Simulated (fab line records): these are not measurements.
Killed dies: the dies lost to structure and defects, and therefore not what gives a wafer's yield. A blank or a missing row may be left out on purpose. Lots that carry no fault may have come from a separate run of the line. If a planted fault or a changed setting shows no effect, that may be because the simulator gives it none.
fab line records	flow n5Finfet	part 1 of 2: steps 1 to 4 of 6
record lots=23	wafers=69	lastDay=17
route steps=1938 shown STI_FIN_REVEAL@183 DUMMY_GATE@232 SD_EPI_N@273
lots with no fault: from the same line, run without faults
startH: hours from the record's opening day to when the first of the lot's shown wafers began	waitH: hours since the lot's step before	" repeats the value in the row above	L1.1+2: several wafers, shown together as one row	- no value, or no start given	* or withheld: withheld	< > ~ a bound
route shown NAME@n: names a module that has steps shown in the file, with the first one's number in the route	usual: mean and standard deviation over wafers with no fault	same: alike in all rows	chamber/n: place in a boat	sites: each site's reading	_std_site: the values' standard deviation	_edge_site: outer sites' mean less inner sites'	radiusMm: for every site, how far away it sits from the centre of the wafer	mask NAME#n: copy n	behind: the last tool/chamber to shape the wafer	hold: why the lot was held/for how many hours/how that ended	device: names the non-switching transistor (n, p or np)	end of line: at the end of the route, the tests of the same wafers	a step given without rows: its recipe and nothing more	killed: dies that structure and defects cost at the first sort, which is not the same as the wafer's yield	map: dies across one wafer; x = killed, . = not, _ = none there
set.NAME: the setting the step ran with; set.NAME@STEP: the setting that earlier step ran with	model.NAME: the simulator's own value behind a step, which no gauge read
route steps across a sampled set of lots; one table per step, one row per wafer
services: from which hour (startH, from the record's first day; less than 0 if before it) a tool's chamber was out of use, for how many hours, and why
## steps
# step N5_STI_FIN_REVEAL_ALD_00
# recipe material=SiO2	targetThkA=10	tempC=300	aldPrecursorFamily=BDEAS	aldCoReactant=O2-plasma	pulseTimeS=1	pressureTorr=2
# usual heaterPowerW=465/70	precursorPulseHeightRel=1.001/0.019
lot.wafer	tool	chamber	startH	waitH	heaterPowerW	precursorPulseHeightRel
L074.2	aldSin-02	2	28.65	0.3	498	0.977
L074.3	"	0	"	"	565	1.020
L074.5	"	2	"	"	483	0.974
L075.2	aldSin-03	3	33.53	0.0	465	1.008
L075.3	"	1	"	"	331	0.971
L075.4	"	2	"	"	373	1.000
L076.1	aldSin-03	1	39.60	0.0	329	1.013
L076.2	"	2	"	"	383	1.004
L076.5	"	3	"	"	460	1.041
L077.1	aldSin-01	1	45.85	0.0	494	1.017
L077.2	"	0	"	"	467	1.022
L077.3	"	2	"	"	403	1.000
L078.2	aldSin-01	2	52.12	0.5	411	0.990
L078.3	"	0	"	"	476	1.000
L078.6	"	1	"	"	491	1.007
L079.1	aldSin-01	2	59.46	0.0	417	0.973
L079.4	"	3	"	"	514	1.012
L079.5	"	0	"	"	467	1.036
L080.2	aldSin-03	3	64.53	0.8	460	1.012
L080.3	"	2	"	"	378	1.020
L080.6	"	2	"	"	382	1.036
L081.1	aldSin-02	2	70.89	0.0	495	0.998
L081.3	"	0	"	"	557	1.016
L081.6	"	2	"	"	469	1.017
L083.1	aldSin-02	2	81.81	0.5	479	1.011
L083.2	"	1	"	"	473	0.993
L083.6	"	2	"	"	489	1.014
L084.2	aldSin-03	1	89.58	0.0	328	1.010
L084.3	"	0	"	"	556	0.980
L084.6	"	2	"	"	380	1.027
L085.1	aldSin-03	3	94.23	0.6	459	1.016
L085.2	"	1	"	"	327	1.001
L085.3	"	2	"	"	387	0.999
L086.3	aldSin-01	3	102.32	0.0	502	1.030
L086.5	"	3	"	"	492	1.028
L086.6	"	2	"	"	449	0.992
L087.3	aldSin-03	0	110.98	1.1	576	1.017
L087.4	"	3	"	"	470	0.988
L087.5	"	1	"	"	334	1.014
L088.1	aldSin-02	1	111.61	0.3	477	1.003
L088.4	"	2	"	"	472	0.988
L088.5	"	2	"	"	501	1.013
L089.1	aldSin-03	2	119.06	0.0	382	1.012
L089.2	"	1	"	"	335	0.993
L089.6	"	2	"	"	374	1.013
L090.3	aldSin-02	1	124.76	0.0	476	0.993
L090.4	"	1	"	"	471	1.008
L090.5	"	0	"	"	572	1.031
L091.2	aldSin-03	0	129.58	0.1	576	1.003
L091.3	"	1	"	"	333	1.017
L091.6	"	0	"	"	568	1.025
L092.1	aldSin-03	1	135.23	0.1	335	0.991
L092.2	"	0	"	"	579	0.948
L092.5	"	3	"	"	465	0.996
L093.1	aldSin-01	0	143.14	0.3	436	0.977
L093.2	"	3	"	"	494	1.014
L093.5	"	1	"	"	504	1.008
L094.1	aldSin-02	2	147.28	0.0	484	0.985
L094.2	"	0	"	"	566	0.973
L094.4	"	1	"	"	475	1.022
L095.1	aldSin-02	3	153.55	0.0	473	0.986
L095.3	"	2	"	"	495	0.987
L095.6	"	3	"	"	485	0.984
L096.2	aldSin-03	3	159.53	0.1	456	0.990
L096.5	"	3	"	"	449	1.000
L096.6	"	0	"	"	574	0.994
L097.1	aldSin-02	3	166.69	0.0	485	1.023
L097.4	"	1	"	"	474	1.011
L097.6	"	2	"	"	473	0.977
# step N5_STI_FIN_REVEAL_CMP_04
# recipe stopOn=Si3N4	tOverpolishS=4	downForcePsi=2	platenRpm=54.18	postCmpClean=alkalineBrush	padVelocityMS=1.078	targetThkNm=131.83
# usual motorCurrentA=7.9/0.86	overpolishRunS=4.000/0.0094	padLifeWafers=1007/480	timeToEndpointS=102/4.4
lot.wafer	tool	chamber	startH	waitH	motorCurrentA	overpolishRunS	padLifeWafers	timeToEndpointS
L074.2	cmp-01	3	33.75	0.0	7.5	3.991	1920	112
L074.3	"	2	"	"	8.4	4.011	1923	102
L074.5	"	3	"	"	8.0	3.990	-	113
L075.4	cmp-04	3	38.64	0.0	6.2	4.000	510	98
L075.2	"	0	"	"	7.6	4.007	511	100
L075.3	"	1	"	"	7.9	3.996	512	92
L076.1	cmp-04	3	45.96	0.0	6.2	3.982	546	99
L076.2	"	0	"	"	7.5	3.998	547	100
L076.5	"	0	"	"	7.2	3.996	-	102
L077.2	cmp-01	1	50.94	0.0	7.7	4.005	2058	108
L077.3	"	2	"	"	8.0	4.010	2059	101
L077.1	"	0	"	"	7.1	3.988	2061	103
L078.2	cmp-04	2	57.22	0.0	7.5	3.998	648	106
L078.3	"	3	"	"	6.3	4.002	649	101
L078.6	"	2	"	"	7.7	3.988	-	104
L079.1	cmp-03	2	64.64	0.1	9.4	3.996	896	98
L079.4	"	3	"	"	9.5	3.998	897	100
L079.5	"	0	"	"	7.8	3.996	-	97
L080.3	cmp-01	3	69.71	0.1	7.9	3.999	26	105
L080.2	"	0	"	"	7.1	3.985	27	102
L080.6	"	1	"	"	7.6	4.002	-	103
L081.1	cmp-03	0	75.98	0.0	7.8	4.005	954	99
L081.3	"	2	"	"	8.8	3.999	956	100
L081.6	"	1	"	"	9.3	4.005	-	111
L083.1	cmp-03	3	86.91	0.0	9.6	4.000	1044	99
L083.2	"	0	"	"	8.3	3.996	1045	99
L083.6	"	0	"	"	7.9	3.992	-	98
L084.3	cmp-04	0	94.67	0.0	7.3	4.010	1020	102
L084.2	"	1	"	"	8.0	3.996	1021	100
L084.6	"	1	"	"	8.1	4.000	-	95
L085.2	cmp-04	1	99.32	0.0	8.1	4.010	1044	102
L085.1	"	3	"	"	6.3	4.002	1046	100
L085.3	"	0	"	"	7.3	4.017	1047	104
L086.3	cmp-04	3	107.65	0.3	6.6	3.993	1117	98
L086.5	"	2	"	"	8.3	3.988	-	104
L086.6	"	3	"	"	6.5	4.018	-	103
L087.4	cmp-03	3	116.07	0.0	9.4	3.999	1278	103
L087.3	"	0	"	"	8.2	4.004	1279	99
L087.5	"	3	"	"	9.2	3.998	-	107
L088.4	cmp-01	2	116.75	0.1	8.4	4.007	343	96
L088.1	"	3	"	"	7.9	3.989	344	104
L088.5	"	2	"	"	8.5	4.011	-	97
L089.1	cmp-04	2	124.15	0.0	8.2	4.016	1248	109
L089.2	"	0	"	"	7.0	3.997	1250	104
L089.6	"	3	"	"	6.7	4.024	-	99
L090.3	cmp-01	2	129.88	0.1	8.5	4.000	451	99
L090.4	"	0	"	"	7.4	3.983	453	101
L090.5	"	1	"	"	7.5	3.998	-	112
L091.2	cmp-04	0	134.67	0.0	7.5	3.987	1326	106
L091.3	"	3	"	"	5.9	4.006	1329	99
L091.6	"	0	"	"	7.5	3.996	-	100
L092.2	cmp-04	1	140.35	0.1	7.9	4.005	1381	100
L092.1	"	2	"	"	7.6	3.999	1382	107
L092.5	"	0	"	"	7.7	3.995	-	104
L093.1	cmp-03	3	148.26	0.1	9.3	3.989	1531	99
L093.2	"	0	"	"	7.9	4.001	1532	97
L093.5	"	3	"	"	9.9	4.007	-	102
L094.4	cmp-01	3	152.38	0.0	7.5	4.019	636	107
L094.1	"	0	"	"	7.0	4.002	637	100
L094.2	"	1	"	"	8.0	4.001	638	106
L095.1	cmp-03	2	158.69	0.1	8.7	3.996	1603	94
L095.3	"	0	"	"	8.3	4.001	1605	96
L095.6	"	2	"	"	8.8	3.997	-	91
L096.2	cmp-01	3	164.66	0.1	7.5	3.990	751	102
L096.5	"	2	"	"	8.5	4.012	-	95
L096.6	"	3	"	"	7.8	3.992	-	105
L097.1	cmp-01	1	171.78	0.0	7.7	4.000	828	106
L097.4	"	0	"	"	7.2	3.985	831	101
L097.6	"	2	"	"	8.3	3.992	-	98
# step N5_DUMMY_GATE_OVL_MEAS_16
# recipe pointsPerWafer=522
# usual GATE_OVL=0.1/0.55
lot.wafer	tool	chamber	startH	waitH	GATE_OVL[nm]
L074.2	overlay-01	0	46.00	0.0	0.5
L074.3	"	0	"	"	0.1
L074.5	"	0	"	"	0.6
L075.2	overlay-01	0	50.83	0.0	-0.3
L075.3	"	0	"	"	-0.1
L075.4	"	0	"	"	-0.3
L076.1	overlay-01	0	58.24	0.0	-0.1
L076.2	"	0	"	"	0.7
L076.5	"	0	"	"	0.4
L077.1	overlay-01	0	63.33	0.0	0.5
L077.2	"	0	"	"	-0.4
L077.3	"	0	"	"	1.1
L078.2	overlay-02	0	69.44	0.0	0.1
L078.3	"	0	"	"	0.4
L078.6	"	0	"	"	-0.5
L079.1	overlay-01	0	76.90	0.0	0.4
L079.4	"	0	"	"	-0.5
L079.5	"	0	"	"	-0.6
L080.2	overlay-02	0	81.79	0.0	0.2
L080.3	"	0	"	"	0.8
L080.6	"	0	"	"	0.8
L081.1	overlay-02	0	88.35	0.0	0.3
L081.3	"	0	"	"	-0.9
L081.6	"	0	"	"	-0.4
L083.1	overlay-02	0	99.20	0.0	-0.1
L083.2	"	0	"	"	-0.2
L083.6	"	0	"	"	0.6
L084.2	overlay-02	0	109.64	0.0	0.0
L084.3	"	0	"	"	-0.3
L084.6	"	0	"	"	-1.4
L085.1	overlay-02	0	113.36	0.0	0.1
L085.2	"	0	"	"	-0.5
L085.3	"	0	"	"	-0.4
L086.3	overlay-01	0	121.98	0.0	0.2
L086.5	"	0	"	"	0.7
L086.6	"	0	"	"	0.1
L087.3	overlay-01	0	128.53	0.0	0.6
L087.4	"	0	"	"	-0.7
L087.5	"	0	"	"	-0.3
L088.1	overlay-01	0	129.90	0.0	0.0
L088.4	"	0	"	"	0.0
L088.5	"	0	"	"	0.5
L089.1	overlay-02	0	136.96	0.0	-0.9
L089.2	"	0	"	"	0.0
L089.6	"	0	"	"	-0.2
L090.3	overlay-02	0	142.13	0.0	0.5
L090.4	"	0	"	"	0.2
L090.5	"	0	"	"	-0.5
L091.2	overlay-01	0	146.89	0.0	0.6
L091.3	"	0	"	"	-0.1
L091.6	"	0	"	"	0.2
L092.1	overlay-01	0	152.70	0.0	-0.5
L092.2	"	0	"	"	0.2
L092.5	"	0	"	"	-1.0
L093.1	overlay-01	0	161.04	0.0	-0.5
L093.2	"	0	"	"	-0.1
L093.5	"	0	"	"	-0.5
L094.1	overlay-01	0	164.73	0.0	-0.3
L094.2	"	0	"	"	-0.5
L094.4	"	0	"	"	0.0
L095.1	overlay-01	0	171.16	0.0	0.2
L095.3	"	0	"	"	0.9
L095.6	"	0	"	"	-0.2
L096.2	overlay-01	0	176.89	0.0	0.7
L096.5	"	0	"	"	-0.2
L096.6	"	0	"	"	0.1
L097.1	overlay-02	0	183.93	0.0	0.5
L097.4	"	0	"	"	0.3
L097.6	"	0	"	"	0.2
# step N5_DUMMY_GATE_ETCH_36
# recipe chemistry=CF4	target=SiARC	targetDepthA=130	pressureMtorr=40	sourceW=545	biasW=36	Ar_flow_sccm=100	cf4FlowSccm=100	ionEnergyEv=80
# usual drypumpMotorCurrentA=5.8/0.43	oesProductAu=0.80/0.072	rfFwdPowerW=539.3/2.1	rfVppV=184.3/1.1	showerheadPlenumPTorr=2.16/0.061	throttleValvePct=15.61/0.15
lot.wafer	tool	chamber	startH	waitH	drypumpMotorCurrentA	oesProductAu	rfFwdPowerW	rfHoursCounterH	rfVppV	showerheadPlenumPTorr	throttleValvePct
L074.2	rieDiel-04	2	46.19	0.0	5.6	0.68	540.0	228	183.6	2.04	15.71
L074.3	"	1	"	"	5.8	0.95	537.3	8	184.9	2.28	15.52
L074.5	"	0	"	"	5.1	0.79	538.6	-	184.2	2.15	15.46
L075.2	rieDiel-05	1	51.02	0.0	6.1	0.84	543.9	68	182.7	2.10	15.65
L075.3	"	2	"	"	5.3	0.83	536.1	67	184.9	2.16	15.67
L075.4	"	0	"	"	5.9	0.68	537.1	227	185.5	2.20	15.88
L076.1	rieDiel-01	1	58.46	0.0	6.3	0.91	537.8	15	183.5	2.12	15.26
L076.2	"	3	"	"	6.0	0.80	539.3	116	183.7	2.16	15.48
L076.5	"	2	"	"	5.1	0.85	533.7	-	183.4	2.10	15.59
L077.1	rieDiel-05	1	64.31	0.0	6.1	0.84	539.9	73	182.9	2.10	15.66
L077.2	"	3	"	"	6.2	0.75	538.4	184	185.3	2.22	15.66
L077.3	"	0	"	"	5.9	0.68	536.4	231	184.3	2.20	15.88
L078.2	rieDiel-05	3	69.64	0.0	6.2	0.75	539.5	187	185.1	2.21	15.65
L078.3	"	0	"	"	5.9	0.68	538.0	234	183.6	2.20	15.89
L078.6	"	3	"	"	6.2	0.75	538.2	-	186.0	2.21	15.65
L079.1	rieDiel-05	1	77.10	0.0	6.1	0.83	541.5	77	184.2	2.10	15.66
L079.4	"	0	"	"	5.9	0.67	537.5	236	184.1	2.20	15.89
L079.5	"	2	"	"	5.3	0.82	539.6	-	184.7	2.16	15.69
L080.2	rieDiel-01	1	82.11	0.0	6.3	0.90	537.5	23	182.7	2.11	15.27
L080.3	"	3	"	"	6.0	0.79	538.3	123	183.7	2.16	15.51
L080.6	"	0	"	"	6.1	0.73	542.0	-	185.8	2.20	15.56
L081.1	rieDiel-01	0	88.55	0.0	6.1	0.73	542.8	194	183.7	2.20	15.56
L081.3	"	1	"	"	6.3	0.90	540.8	24	183.7	2.11	15.25
L081.6	"	2	"	"	5.1	0.85	537.7	-	182.3	2.10	15.61
L083.1	rieDiel-05	0	99.39	0.0	5.9	0.67	538.2	243	183.9	2.20	15.91
L083.2	"	2	"	"	5.3	0.82	538.5	82	183.8	2.16	15.68
L083.6	"	1	"	"	6.1	0.82	542.5	-	183.9	2.10	15.66
L084.2	rieDiel-01	2	109.84	0.0	5.1	0.84	536.2	72	183.8	2.09	15.61
L084.3	"	3	"	"	6.0	0.78	540.7	131	184.9	2.16	15.53
L084.6	"	1	"	"	6.3	0.89	539.7	-	183.7	2.11	15.28
L085.1	rieDiel-05	3	113.60	0.0	6.3	0.75	539.5	201	184.2	2.21	15.70
L085.2	"	1	"	"	6.1	0.82	540.7	88	184.4	2.09	15.67
L085.3	"	0	"	"	5.9	0.66	534.9	247	184.5	2.20	15.92
L086.3	rieDiel-01	1	122.18	0.0	6.3	0.86	536.1	35	183.1	2.11	15.29
L086.5	"	0	"	"	6.1	0.72	539.1	-	185.8	2.20	15.58
L086.6	"	1	"	"	6.3	0.87	539.5	-	184.8	2.11	15.28
L087.3	rieDiel-01	3	128.72	0.0	6.0	0.78	539.3	133	185.0	2.16	15.54
L087.4	"	3	"	"	6.0	0.78	541.7	-	182.5	2.16	15.52
L087.5	"	1	"	"	6.3	0.86	535.5	-	184.1	2.11	15.31
L088.1	rieDiel-05	2	130.28	0.0	5.3	0.81	539.1	92	184.7	2.15	15.72
L088.4	"	2	"	"	5.3	0.80	540.4	-	184.6	2.15	15.71
L088.5	"	3	"	"	6.2	0.74	541.2	-	184.1	2.21	15.70
L089.1	rieDiel-05	2	137.62	0.0	5.3	0.80	538.6	94	184.1	2.15	15.73
L089.2	"	1	"	"	6.1	0.80	539.9	93	183.3	2.09	15.69
L089.6	"	2	"	"	5.3	0.81	538.0	-	184.9	2.15	15.72
L090.3	rieDiel-04	1	142.31	0.0	5.9	0.89	539.6	37	184.5	2.27	15.58
L090.4	"	3	"	"	5.7	0.68	540.9	-	183.8	2.03	15.78
L090.5	"	0	"	"	5.1	0.78	539.4	-	185.6	2.14	15.50
L091.2	rieDiel-05	1	147.08	0.0	6.1	0.79	543.4	98	184.9	2.09	15.71
L091.3	"	2	"	"	5.3	0.80	537.6	99	183.5	2.15	15.71
L091.6	"	2	"	"	5.3	0.80	538.5	-	184.5	2.15	15.74
L092.1	rieDiel-05	2	152.90	0.0	5.3	0.80	535.8	100	185.9	2.15	15.73
L092.2	"	3	"	"	6.2	0.73	542.5	215	185.0	2.20	15.72
L092.5	"	3	"	"	6.2	0.73	539.0	-	186.0	2.20	15.72
L093.1	rieDiel-05	0	161.24	0.0	5.9	0.95	538.9	3	185.3	2.19	15.46
L093.2	"	1	"	"	6.2	0.79	540.7	103	184.8	2.09	15.72
L093.5	"	2	"	"	5.3	0.79	536.8	-	184.1	2.15	15.75
L094.1	rieDiel-05	2	164.98	0.0	5.3	0.80	537.4	105	185.1	2.15	15.74
L094.2	"	1	"	"	6.1	0.79	544.0	104	183.1	2.09	15.72
L094.4	"	0	"	"	5.9	0.93	540.5	4	185.0	2.19	15.47
L095.1	rieDiel-04	1	171.36	0.0	5.8	0.88	538.1	46	185.9	2.27	15.59
L095.3	"	0	"	"	5.1	0.77	537.8	155	183.8	2.14	15.54
L095.6	"	0	"	"	5.1	0.77	539.9	-	183.6	2.14	15.52
L096.2	rieDiel-01	2	177.08	0.0	5.1	0.82	536.9	100	183.8	2.09	15.68
L096.5	"	2	"	"	5.1	0.81	536.8	-	185.0	2.09	15.69
L096.6	"	1	"	"	6.3	0.84	539.2	-	183.4	2.10	15.34
L097.1	rieDiel-04	0	184.13	0.0	5.1	0.77	540.6	160	184.5	2.14	15.55
L097.4	"	2	"	"	5.6	0.91	539.1	-	186.5	2.28	15.28
L097.6	"	1	"	"	5.9	0.87	538.2	-	187.3	2.27	15.62
